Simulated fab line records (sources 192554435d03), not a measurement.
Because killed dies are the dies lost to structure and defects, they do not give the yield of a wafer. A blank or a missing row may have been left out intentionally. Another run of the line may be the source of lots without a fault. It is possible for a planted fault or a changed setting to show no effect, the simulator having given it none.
Struck lot and sound lot, side by side | flow n5Finfet | 33 steps out of a route of 1938
Sound: these wafers, L151.1, L151.2, L151.5. Wafers struck: L161.2, L161.5, L161.6. The cause comes at the end.
Per side, at each step with rows, come the tool, then ch with its chambers, and then its first start. Under that, the readings that differ: sound wafers | struck wafers | difference of the means | sigmas: that difference in standard deviations of wafers without a fault.
alike: readings with means less than 2 such deviations apart, plus words and numbers identical on both sides. not compared: withheld readings, readings lacking a value on some wafer, bounds such as >300 that could conceal the same value, and numbers that have no deviation in the record and whose values overlap.
A row with sigmas, a row that says differs or no value, or rows on one side alone: a step with any of these is where the two part. Numbers that don't overlap but have no deviation are shown without sigmas and don't part them. A reading missing from all wafers of one side parts the sides only when that side holds two or more wafers.

N5_BEOL_M14_PRE_CLEAN_42: time 30 s.
  sound on pvdSputter-02, day 14 01:56; struck on pvdSputter-01, day 17 03:56
  alike: heaterPowerW, susceptorTempC
then, 1 step without rows for these wafers: N5_BEOL_M14_SPUTTER_43 (material TaN, target thk 15 nm, time 24.19 s).
N5_BEOL_M14_SPUTTER_44: material Ta, target thk 15 nm, time 24.19 s.
  sound on pvdSputter-02, day 14 02:03; struck on pvdSputter-01, day 17 04:04
  alike: biasV, cathodeDcPowerW, substrateTempC, susceptorTempC, throttleValvePct
then, 4 steps without rows for these wafers: N5_BEOL_M14_SPUTTER_45 (material Cu, target thk 100 nm, time 16.67 s); N5_BEOL_M14_ECD_47 (material Cu, target thk 1248 nm); N5_BEOL_M14_ANNEAL_48 (time 90 s); N5_BEOL_M14_CMP_49 (polishes, stops on SiO2, t overpolish 5.2 s, target thk 560 nm).
N5_BEOL_M14_THK_MEAS_50: measures by xrf.
  sound on filmMetro-02, day 14 03:10; struck on filmMetro-02, day 17 05:02
  alike: M14_THK
then, 2 steps without rows for these wafers: N5_BEOL_M14_PRE_CLEAN_52 (time 15 s); N5_BEOL_M14_DEP_53 (deposits SiCN from 3MS/NH3, target thk 50 nm, time 17.8 s).
N5_BEOL_M14_RS_MEAS_54: uses a four-point probe to measure.
  sound on filmMetro-02, day 14 03:20; struck on filmMetro-02, day 17 05:10
  alike: M14_RS
N5_BEOL_M14_INSPECT_55: inspects for defects (darkfield).
  sound on defectInspect-02, day 14 03:22; struck on defectInspect-02, day 17 05:11
reading        | sound       | struck   | difference | sigmas
rawDefectCount | 167 105 107 | 71 27 75 | -69        | -3
N5_BEOL_M15_ILD_DEP_00: deposits SiO2 from TEOS/O2, target thk 1629.3 nm, time 346.1 s.
  sound on pecvd-01 ch 0,2, day 14 03:23; struck on pecvd-04 ch 0,2, day 17 05:14
  no value came back on the struck wafers for any of 7 readings (chamberPressureTorr (Torr), heaterPowerOuterW (W) and others); on the sound wafers chamberPressureTorr (Torr) reads 6.499 6.497 6.492
then, 8 steps without rows for these wafers: N5_BEOL_M15_COAT_58 (time 60 s, resist thk 89 nm); N5_BEOL_M15_COAT_04 (resist thk 800 nm); N5_BEOL_M15_EBR_06; N5_BEOL_M15_SOFTBAKE_05 (time 60 s); N5_BEOL_M15_EXPOSE_07 (exposes mask V14); N5_BEOL_M15_PEB_08 (peb time 90 s); N5_BEOL_M15_DEVELOP_09 (develop time 45 s); N5_BEOL_M15_HARDBAKE_14 (time 120 s).
N5_BEOL_M15_CD_MEAS_10 targets a cd of 360 nm.
  sound on cdSem-01 ch 0, day 14 04:02; struck on cdSem-01 ch 0, day 17 05:55
  alike: cdNm
N5_BEOL_M15_OVL_MEAS_11:
  sound on overlay-02 ch 0, day 14 04:04; struck on overlay-01 ch 0, day 17 05:56
  alike: V14_OVL
N5_BEOL_M15_INSPECT_12: inspects for defects (macro).
  sound on defectInspect-02, day 14 04:05; struck on defectInspect-02, day 17 05:58
  alike: rawDefectCount
N5_BEOL_M15_DESCUM_15: chemistry O2, time 7.9 s.
  sound on rieDiel-01 ch 1,2,3, day 14 04:10; struck on rieDiel-04 ch 1,2, day 17 06:04
  alike: chamberPressureMTorr, drypumpMotorCurrentA, oesProductAu, rfVppV, showerheadPlenumPTorr, throttleValvePct
  not compared: rfHoursCounterH
N5_BEOL_M15_ETCH_59: etches BARC in N2/H2, target depth 89 nm, overetch 26.7 nm, time 67.9 s.
  sound on rieDiel-01 ch 1,2,3, day 14 04:13; struck on rieDiel-04 ch 1,2, day 17 06:07
  alike: biasW, chamberPressureMTorr, drypumpMotorCurrentA, oesProductAu, rfVppV, showerheadPlenumPTorr, throttleValvePct
  not compared: rfHoursCounterH
N5_BEOL_M15_VIA_ETCH_16: etches SiO2 in C4F8/O2/Ar, target depth 1792.2 nm.
  sound on rieDiel-01 ch 1,2,3, day 14 04:16; struck on rieDiel-04 ch 1,2, day 17 06:10
reading                                   | sound             | struck            | difference | sigmas
oesProductAu (a.u.)                       | 0.74 0.75 0.62    | 0.28 0.28 0.29    | -0.42      | -6
throttleValvePct (%)                      | 30.60 31.13 30.63 | 30.04 30.05 30.36 | -0.64      | -3
model.etch.depthNm (nm)                   | 1629 1615 1657    | 0 0 0             | -1634      | 
model.coat_of_BEOL_M15_COAT_04.thkNm (nm) | 321.6 348.8 315.2 | 716.8 714.8 714.4 | +386.8     | 
  alike: biasW, chamberPressureMTorr, drypumpMotorCurrentA, rfVppV, showerheadPlenumPTorr
then, 1 step without rows for these wafers: N5_BEOL_M15_STRIP_63 (strips in O2).
N5_BEOL_M15_STRIP_64: strips in O2.
  sound on rieDiel-01 ch 1,2,3; struck on rieDiel-04 ch 1,2
  alike: chamberPressureMTorr, drypumpMotorCurrentA, oesProductAu, rfVppV, showerheadPlenumPTorr, throttleValvePct
  not compared: rfHoursCounterH
then, 2 steps without rows for these wafers: N5_BEOL_M15_STRIP_65 (strips in post etch residue remover, time 60 s); N5_BEOL_M15_SRD_66 (time 30 s, dry time 30 s).
N5_BEOL_M15_CD_MEAS_17 targets a cd of 360 nm.
  sound on cdSem-01, day 14 04:40; struck on cdSem-02, day 17 06:34
reading   | sound             | struck | difference                    | sigmas
cdNm (nm) | 363.2 361.1 365.2 | - - -  | no value on the struck wafers | 
then, 1 step without rows for these wafers: N5_BEOL_M15_COAT_56 (time 60 s, resist thk 550 nm).

== WHERE THEY PART ==
First at N5_BEOL_M14_INSPECT_55; last, within this record, at N5_BEOL_M15_CD_MEAS_17.

WHY: whatever the simulator had introduced
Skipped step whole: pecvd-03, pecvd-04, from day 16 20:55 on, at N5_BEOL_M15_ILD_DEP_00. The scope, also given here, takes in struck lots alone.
